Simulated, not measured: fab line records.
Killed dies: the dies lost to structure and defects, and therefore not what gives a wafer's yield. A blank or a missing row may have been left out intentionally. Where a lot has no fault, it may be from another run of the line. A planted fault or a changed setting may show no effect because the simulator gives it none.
A struck lot beside a sound one | flow nand_harc | 15 out of 1302 route steps
Sound: these wafers, L372.4, L372.5, L372.6. Struck: wafers L375.3, L375.6 (left out: L375.4, a lot-mate that was not struck); the cause follows at the end.
For every step that has rows: the tool of each side, followed by ch and its chambers, followed by its first start. Under that, the readings that differ: sound wafers | struck wafers | difference of the means | sigmas: that difference in standard deviations of wafers without a fault.
alike: readings with means less than 2 such deviations apart, plus words and numbers identical on both sides. not compared: withheld readings, readings lacking a value on some wafer, bounds such as >300 that could conceal the same value, and numbers that have no deviation in the record and whose values overlap.
A row with sigmas, a row that says differs or no value, or rows on one side alone: a step with any of these is where the two part. Non-overlapping numbers with no deviation appear without sigmas and do not part them. A reading that every wafer of one side lacks parts them only if that side has two wafers or more.

first, 3 steps without rows for these wafers: NHARC_A_CHANNEL_HOLE_D1_EXPOSE_07 (exposes mask HOLE D1, target cd 100 nm); NHARC_A_CHANNEL_HOLE_D1_PEB_08 (peb time 65 s); NHARC_A_CHANNEL_HOLE_D1_DEVELOP_09 (develop time 35 s).
NHARC_A_CHANNEL_HOLE_D1_CD_MEAS_10: the cd target is 100 nm.
  sound on cd_sem-02 ch 0, day 10 00:40; struck on cd_sem-02 ch 0, day 11 21:00
  alike: cd_nm
NHARC_A_CHANNEL_HOLE_D1_OVL_MEAS_11:
  sound on overlay-01, day 10 00:45; struck on overlay-02, day 11 21:05
  alike: overlay_x_nm, overlay_y_nm
NHARC_A_CHANNEL_HOLE_D1_INSPECT_12:
  sound on defect_inspect-02, day 10 00:47; struck on defect_inspect-01, day 11 21:07
  alike: raw_defect_count
NHARC_A_CHANNEL_HOLE_D1_DESCUM_15: chemistry O2, time 3 s.
  sound on rie_diel-11 ch 1,2, day 10 00:50; struck on rie_diel-04 ch 1,3, day 11 21:11
  alike: drypump_motor_current_A, oes_product_au, rf_vpp_V, showerhead_plenum_p_Torr, throttle_valve_pct
  not compared: rf_hours_counter_h
NHARC_A_CHANNEL_HOLE_D1_ETCH_38: etches the open film in CF4, target depth 39 nm, time 65 s.
  sound on rie_diel-11 ch 0,1, day 10 00:56; struck on rie_diel-04 ch 3, day 11 21:16
  alike: bias_w, drypump_motor_current_A, oes_product_au, rf_vpp_V, showerhead_plenum_p_Torr, throttle_valve_pct
  not compared: rf_hours_counter_h
NHARC_A_CHANNEL_HOLE_D1_ETCH_39: etches the open film in N2/H2, target depth 260 nm, time 325 s.
  sound on rie_diel-11 ch 0,1,2; struck on rie_diel-04 ch 0,3
  alike: bias_w, drypump_motor_current_A, oes_product_au, rf_vpp_V, showerhead_plenum_p_Torr, throttle_valve_pct
  not compared: rf_hours_counter_h
NHARC_A_CHANNEL_HOLE_D1_ETCH_34: etches the open film in CF4/CHF3, target depth 154 nm, time 77 s.
  sound on rie_diel-11 ch 0,1,2; struck on rie_diel-04 ch 0
  alike: bias_w, drypump_motor_current_A, oes_product_au, rf_vpp_V, showerhead_plenum_p_Torr, throttle_valve_pct
  not compared: rf_hours_counter_h
then, 1 step without rows for these wafers: NHARC_A_CHANNEL_HOLE_D1_ETCH_16 (etches the open film in O2/COS, target depth 3100 nm, time 806 s).
NHARC_A_CHANNEL_HOLE_D1_CD_MEAS_18:
  sound on cd_sem-02, day 10 01:58; struck on cd_sem-03, day 11 22:17
  alike: cd_nm
NHARC_A_CHANNEL_HOLE_D1_ETCH_19: etches the open film in C4F8/O2/Ar, time 34.5 s.
  sound on har_etch-01 ch 0,1, day 10 03:26; struck on har_etch-01 ch 1, day 12 01:40
  reading                | sound                | struck        | difference | sigmas
  c4f8_flow_sccm (sccm)  | 28.90 28.80 28.77    | 14.42 14.34   | -14.44     | -99 or more
  throttle_valve_pct (%) | 37.041 37.038 37.034 | 36.097 36.096 | -0.941     | -99 or more
  alike: bias_v, drypump_motor_current_A, showerhead_plenum_p_Torr
  not compared: rf_hours_counter_h
NHARC_A_CHANNEL_HOLE_D1_ETCH_20: etches the open film in C4F8/O2/Ar, time 361.9 s, target depth 1600 nm.
  sound on har_etch-01 ch 0,1, day 10 03:37; struck on har_etch-01 ch 1, day 12 01:50
  alike: c4f8_flow_sccm, drypump_motor_current_A, showerhead_plenum_p_Torr, throttle_valve_pct
  not compared: rf_hours_counter_h
then, 1 step without rows for these wafers: NHARC_END_SORT_01.

## WHERE THEY PART
Only at NHARC_A_CHANNEL_HOLE_D1_ETCH_19, within this record. Later steps at which nothing parts them and some readings are alike: NHARC_A_CHANNEL_HOLE_D1_ETCH_20.

WHY: what the simulator had put in
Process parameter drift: har_etch-01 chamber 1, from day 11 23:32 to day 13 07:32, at NHARC_A_CHANNEL_HOLE_D1_ETCH_19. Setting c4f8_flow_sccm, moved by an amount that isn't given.
